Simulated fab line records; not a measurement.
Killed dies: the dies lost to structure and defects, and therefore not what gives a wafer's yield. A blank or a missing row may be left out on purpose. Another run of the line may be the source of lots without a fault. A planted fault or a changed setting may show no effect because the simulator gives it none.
Which tool was responsible? | flow nand_harc | 32 wafers from 11 lots sampled at 5 of the route's 1302 steps

== WHAT THE GAUGES READ, wafer by wafer ==
NHARC_END_SORT_01. Usual: defect_limited_yield 91.8 %, standard deviation 2.8; killed_at_array 51, standard deviation 18; killed_at_other 1.0, standard deviation 1.2; killed_at_periphery 3.7, standard deviation 2.9; killed_dies 55, standard deviation 19; killed_open 3.5, standard deviation 1.9; killed_short 2.6, standard deviation 1.6; sort_bin_2_pct 2.9 %, standard deviation 1.3; sort_bin_3_pct 0.6 %, standard deviation 0.38; sort_bin_4_pct 4.6 %, standard deviation 1.5; sort_n_pass 622, standard deviation 19; sort_rim_yield_pct 94 %, standard deviation 3.2; sort_yield_pct 91.8 %, standard deviation 2.8.
lot  | measured     | on        | defect_limited_yield (%) | killed_at_array | killed_at_other | killed_at_periphery | killed_dies | killed_open | killed_short | sort_bin_2_pct (%) | sort_bin_3_pct (%) | sort_bin_4_pct (%) | sort_n_pass | sort_rim_yield_pct (%) | sort_yield_pct (%) | flag
L491 | day 25 18:50 | prober-01 | 92.0 91.4 93.2           | 53 51 44        | 0 3 0           | 1 4 2               | 54 58 46    | 4 7 4       | 4 1 2        | 3.7 3.0 2.4        | 1.2 1.5 0.3        | 3.1 4.1 4.1        | 623 619 631 | 96 94 95               | 92.0 91.4 93.2     |
L508 | day 31 20:42 | prober-02 | 91.3 89.7 94.5           | 51 66 33        | 3 4 3           | 5 0 1               | 59 70 37    | 6 1 3       | 7 3 4        | 2.5 3.2 2.1        | 0.4 0.6 0.6        | 5.8 6.5 2.8        | 618 607 640 | 93 96 89               | 91.3 89.7 94.5     |
L512 | day 34 04:38 | prober-02 | 94.7 89.7 92.0           | 35 65 53        | 0 1 0           | 1 4 1               | 36 70 54    | 6 6 5       | 6 2 3        | 1.8 3.4 2.8        | 0.3 1.2 0.7        | 3.2 5.8 4.4        | 641 607 623 | 90 98 91               | 94.7 89.7 92.0     |

== WHAT TOOL EACH LOT RAN ON (gives the tool, then ch and the chambers of the sampled wafers, and finally the start) ==
lot  | NHARC_P_M2_DESCUM_14               | NHARC_P_M2_ETCH_35                 | NHARC_P_M2_PRE_CLEAN_30                 | NHARC_P_M2_PVD_20
L491 | rie_diel-01 ch 0,1,2, day 7 06:05  | rie_diel-01 ch 0,1, day 7 06:09    | pvd_sputter-01, day 7 07:12 or earlier  | pvd_sputter-01, day 7 07:12
L493 | rie_diel-08 ch 0,1,2, day 7 22:46  | rie_diel-08 ch 1,3, day 7 22:51    | pvd_sputter-01, day 7 23:54 or earlier  | pvd_sputter-01, day 7 23:54
L496 | rie_diel-01 ch 0,2,3, day 9 06:45  | rie_diel-01 ch 1,2,3, day 9 06:49  | pvd_sputter-02, day 9 07:52 or earlier  | pvd_sputter-02, day 9 07:52
L497 | rie_diel-05 ch 0,1,3, day 9 17:25  | rie_diel-05 ch 0,1, day 9 17:29    | pvd_sputter-02, day 9 18:32 or earlier  | pvd_sputter-02, day 9 18:32
L499 | rie_diel-08 ch 0,1, day 10 12:36   | rie_diel-08 ch 1,2, day 10 12:42   | pvd_sputter-02, day 10 13:46 or earlier | pvd_sputter-02, day 10 13:46
L500 | rie_diel-08 ch 1,2, day 11 03:13   | rie_diel-08 ch 0,1, day 11 03:17   | pvd_sputter-02, day 11 04:21 or earlier | pvd_sputter-02, day 11 04:21
L506 | rie_diel-01 ch 0,3, day 13 18:10   | rie_diel-01 ch 0,2, day 13 18:16   | pvd_sputter-02, day 13 19:18 or earlier | pvd_sputter-02, day 13 19:18
L507 | rie_diel-08 ch 1,2, day 13 22:33   | rie_diel-08 ch 0,1, day 13 22:40   | pvd_sputter-02, day 13 23:43 or earlier | pvd_sputter-02, day 13 23:43
L508 | rie_diel-08 ch 0,1,2, day 14 05:25 | rie_diel-08 ch 1,2,3, day 14 05:31 | pvd_sputter-03, day 14 06:38 or earlier | pvd_sputter-03, day 14 06:38
L511 | rie_diel-08 ch 1,2,3, day 15 16:41 | rie_diel-08 ch 0,1,2, day 15 16:46 | pvd_sputter-02, day 15 17:52 or earlier | pvd_sputter-02, day 15 17:52
L512 | rie_diel-08 ch 0,1,3, day 16 05:54 | rie_diel-08 ch 1,2,3, day 16 05:59 | pvd_sputter-02, day 16 07:01 or earlier | pvd_sputter-02, day 16 07:01
- NHARC_P_M2_DESCUM_14: chemistry O2, time 3 s.
- NHARC_P_M2_ETCH_35: etches the open film in N2/H2, target depth 40 nm, overetch 12 nm, time 43.94 s.
- NHARC_P_M2_PRE_CLEAN_30: time 30 s.
- NHARC_P_M2_PVD_20: deposits TaN, target thk 5 nm, time 8.06 s.

== WHAT THE TOOLS THEMSELVES READ (means of the sampled wafers that have a number; where no wafer has one, the mark that the record gives instead) ==
NHARC_P_M2_DESCUM_14. Usual: drypump_motor_current_A 5.7 A, standard deviation 0.52; oes_product_au 0.998 a.u., standard deviation 0.01; rf_vpp_V 57.9 V, standard deviation 0.91; showerhead_plenum_p_Torr 1.93 Torr, standard deviation 0.072; throttle_valve_pct 11.310 %, standard deviation 0.0089.
lot  | tool        | drypump_motor_current_A (A) | oes_product_au (a.u.) | rf_vpp_V (V) | showerhead_plenum_p_Torr (Torr) | throttle_valve_pct (%) | flag
L491 | rie_diel-01 | 5.9                         | 1.002                 | 57.6         | 1.93                            | 11.312                 |
L493 | rie_diel-08 | 5.8                         | 0.992                 | 57.9         | 1.92                            | 11.306                 |
L496 | rie_diel-01 | 5.9                         | 1.004                 | 58.2         | 1.94                            | 11.309                 |
L497 | rie_diel-05 | 5.6                         | 1.004                 | 57.9         | 1.90                            | 11.302                 |
L499 | rie_diel-08 | 5.5                         | 0.993                 | 58.1         | 1.87                            | 11.303                 |
L500 | rie_diel-08 | 6.1                         | 1.000                 | 57.8         | 1.93                            | 11.309                 |
L506 | rie_diel-01 | 6.1                         | 0.983                 | 58.5         | 2.02                            | 11.310                 |
L507 | rie_diel-08 | 6.1                         | 0.997                 | 58.2         | 1.93                            | 11.308                 |
L508 | rie_diel-08 | 5.8                         | 0.991                 | 57.8         | 1.91                            | 11.316                 |
L511 | rie_diel-08 | 5.8                         | 0.993                 | 58.9         | 1.94                            | 11.311                 |
L512 | rie_diel-08 | 5.3                         | 0.995                 | 57.3         | 1.89                            | 11.318                 |

NHARC_P_M2_ETCH_35. Usual: drypump_motor_current_A 5.7 A, standard deviation 0.53; oes_product_au 0.999 a.u., standard deviation 0.01; rf_vpp_V 431.0 V, standard deviation 2.3; showerhead_plenum_p_Torr 2.06 Torr, standard deviation 0.079; throttle_valve_pct 14.171 %, standard deviation 0.01.
lot  | tool        | drypump_motor_current_A (A) | oes_product_au (a.u.) | rf_vpp_V (V) | showerhead_plenum_p_Torr (Torr) | throttle_valve_pct (%) | flag
L491 | rie_diel-01 | 6.2                         | 1.008                 | 432.6        | 2.12                            | 14.163                 |
L493 | rie_diel-08 | 5.6                         | 1.003                 | 430.8        | 2.03                            | 14.167                 |
L496 | rie_diel-01 | 5.8                         | 0.997                 | 431.9        | 2.07                            | 14.163                 |
L497 | rie_diel-05 | 5.5                         | 0.994                 | 428.3        | 1.99                            | 14.175                 |
L499 | rie_diel-08 | 6.2                         | 1.008                 | 430.7        | 2.08                            | 14.167                 |
L500 | rie_diel-08 | 5.4                         | 0.994                 | 429.9        | 1.98                            | 14.166                 |
L506 | rie_diel-01 | 5.7                         | 1.006                 | 429.8        | 1.99                            | 14.170                 |
L507 | rie_diel-08 | 5.4                         | 0.996                 | 429.4        | 1.98                            | 14.176                 |
L508 | rie_diel-08 | 5.8                         | 0.992                 | 431.1        | 2.08                            | 14.173                 |
L511 | rie_diel-08 | 5.8                         | 1.005                 | 430.6        | 2.04                            | 14.169                 |
L512 | rie_diel-08 | 5.8                         | 0.990                 | 431.6        | 2.08                            | 14.178                 |

NHARC_P_M2_PRE_CLEAN_30. Usual: heater_power_w at 417 W, with a standard deviation of 54.
lot  | tool           | heater_power_w (W) | flag
L491 | pvd_sputter-01 | 396                |
L493 | pvd_sputter-01 | 401                |
L496 | pvd_sputter-02 | 440                |
L497 | pvd_sputter-02 | 427                |
L499 | pvd_sputter-02 | 438                |
L500 | pvd_sputter-02 | 426                |
L506 | pvd_sputter-02 | 393                |
L507 | pvd_sputter-02 | 436                |
L508 | pvd_sputter-03 | 432                |
L511 | pvd_sputter-02 | 424                |
L512 | pvd_sputter-02 | 368                |

NHARC_P_M2_PVD_20. Usual: throttle_valve_pct at 30.2 %, with a standard deviation of 0.95.
lot  | tool           | throttle_valve_pct (%) | flag
L491 | pvd_sputter-01 | 29.2                   |
L493 | pvd_sputter-01 | 29.2                   |
L496 | pvd_sputter-02 | 30.9                   |
L497 | pvd_sputter-02 | 31.0                   |
L499 | pvd_sputter-02 | 30.1                   |
L500 | pvd_sputter-02 | 29.9                   |
L506 | pvd_sputter-02 | 29.7                   |
L507 | pvd_sputter-02 | 30.4                   |
L508 | pvd_sputter-03 | 30.5                   |
L511 | pvd_sputter-02 | 30.1                   |
L512 | pvd_sputter-02 | 30.9                   |

== THE ANSWER, worked out from the rows above alone ==
Rule: a lot counts as off when the mean over its wafers that have a number is more than 3 standard deviations away from the usual mean. Also off: a lot with no number at a reading for which 4 or more lots have one. The other lots that the step has rows for count as sound. After the gauges, taken in route order, come the tools' own readings; for these a lot's mean is taken, as printed above. At the first step where some lot is off, the reading lying furthest off is the one used; lots without a number count as furthest.
Across all readings shown, no lot is off: no conclusion can be drawn from this.

== WHAT HAD BEEN PUT IN BY THE SIMULATOR ==
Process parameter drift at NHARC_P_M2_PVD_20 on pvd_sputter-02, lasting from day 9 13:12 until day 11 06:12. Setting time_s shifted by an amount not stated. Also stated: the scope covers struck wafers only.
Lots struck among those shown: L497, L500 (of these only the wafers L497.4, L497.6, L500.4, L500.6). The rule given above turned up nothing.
